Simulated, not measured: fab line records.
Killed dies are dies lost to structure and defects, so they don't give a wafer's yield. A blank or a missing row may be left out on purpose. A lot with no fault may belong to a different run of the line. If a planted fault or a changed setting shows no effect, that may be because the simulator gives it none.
What tool caused it? / flow nand-harc / route of 1302 steps, sampled at 1 step: 14 lots, 42 wafers

== WHAT THE GAUGES SHOWED, per wafer ==
NHARC_P_M2_INSPECT_27.
lot=L275; measured=day 6 18:53; on=defect-inspect-02; raw-defect-count=131 328 207
lot=L276; measured=day 6 21:16; on=defect-inspect-02; raw-defect-count=252 402 524
lot=L277; measured=day 7 08:58; on=defect-inspect-01; raw-defect-count=474 612 556
lot=L278; measured=day 7 17:56; on=defect-inspect-01; raw-defect-count=576 267 284
lot=L279; measured=day 8 07:07; on=defect-inspect-01; raw-defect-count=364 540 540
lot=L280; measured=day 8 17:19; on=defect-inspect-01; raw-defect-count=328 412 398
lot=L282; measured=day 9 16:34; on=defect-inspect-02; raw-defect-count=507 399 511
lot=L283; measured=day 9 22:44; on=defect-inspect-02; raw-defect-count=585 323 491
lot=L284; measured=day 10 06:33; on=defect-inspect-02; raw-defect-count=362 366 435
lot=L285; measured=day 10 23:18; on=defect-inspect-02; raw-defect-count=181 275 149
lot=L287; measured=day 11 14:29; on=defect-inspect-02; raw-defect-count=330 321 281
lot=L296; measured=day 15 09:29; on=defect-inspect-01; raw-defect-count=211 207 289
lot=L297; measured=day 15 14:08; on=defect-inspect-02; raw-defect-count=311 256 287
lot=L298; measured=day 16 03:56; on=defect-inspect-02; raw-defect-count=483 288 282

== WHICH TOOL RAN EACH LOT (tool, then ch and the chambers of the sampled wafers, then the start) ==
There is no process step in the record ahead of these readings.

== WHAT THE TOOLS THEMSELVES READ (means of the sampled wafers that have a number; where no wafer has one, the mark that the record gives instead) ==
The record holds no such reading with a usual standard deviation.

== THE ANSWER, worked out from the rows above alone ==
Rule: the usual values come from the lots themselves. The widest of any qualifying gaps counts: lots, ordered by their means at a reading, are off when they make up no more than a third of the lots, leave a main group of 4 or more, and stand apart from it by 3 or more times the standard deviation of that group's means. A main group whose means are all the same, to the digits that the tables above print for the reading, isn't used. A lot without any number at a reading at which 4 lots or more have one is off too. All remaining lots with rows at the step are treated as sound. First the gauges in route order, then the tools' own readings, where a lot's mean is used as printed above. The first step at which some lot is off is used, and at that step the reading that is off furthest; a lot without a number counts as furthest.
No lot is off on any of the readings shown, so nothing can be concluded from this.

== WHAT HAD BEEN PUT IN BY THE SIMULATOR ==
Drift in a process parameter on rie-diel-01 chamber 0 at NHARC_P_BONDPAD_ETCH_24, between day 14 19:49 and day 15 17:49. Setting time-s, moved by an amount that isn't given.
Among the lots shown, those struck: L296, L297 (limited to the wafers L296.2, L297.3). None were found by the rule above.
